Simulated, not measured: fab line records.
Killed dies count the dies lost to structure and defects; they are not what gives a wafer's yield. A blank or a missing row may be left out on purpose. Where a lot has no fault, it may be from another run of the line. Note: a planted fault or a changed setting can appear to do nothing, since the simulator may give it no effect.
Matching of chambers ; flow n5Finfet ; N5_MOL_CONTACT_COAG_CONTACT_ETCH_14 on rieDiel-01: 4 sister chambers
The step etches SiO2 in C4F6/O2, target depth 27.5 nm, overetch 8.5 nm, time 20 s. 4 wafers are shown with their chamber, then 12 later ones without.

## EACH WAFER AND ITS CHAMBER
wafer;chamber;showerheadPlenumPTorr (Torr)
L089.3;0;2.77
L089.5;3;2.64
L090.4;1;2.81
L090.6;2;2.97

## WAFERS MISSING THEIR CHAMBER
wafer;showerheadPlenumPTorr (Torr)
L092.1;2.81
L092.2;2.76
L092.4;2.64
L093.2;2.76
L093.4;2.64
L093.6;2.81
L094.1;2.76
L094.3;2.97
L094.4;2.64
L097.1;2.63
L097.5;2.63
L097.6;2.97

## WHICH CHAMBER EACH WENT THROUGH
wafer;from the rows above;in truth
L092.1;1;1
L092.2;0;0
L092.4;3;3
L093.2;0;0
L093.4;3;3
L093.6;1;1
L094.1;0;0
L094.3;2;2
L094.4;3;3
L097.1;3;3
L097.5;3;3
L097.6;2;2
Placed correctly: 12 of 12. Left unplaced by these rows: 0. 0 placed wrongly.
How it was worked out, from the rows above alone: a wafer's distance from a chamber is the root of the sum, over the readings, of the square of ((its reading less the chamber's mean) divided by the reading's scatter). The wafer belongs to the nearest chamber; if the next one is less than 2 further off, it can't be placed. For every chamber, the mean is computed from those of its wafers that are shown. The scatter: with one shown wafer a chamber, the root of the mean of the squares of how far each hidden wafer lies from its nearest shown one.
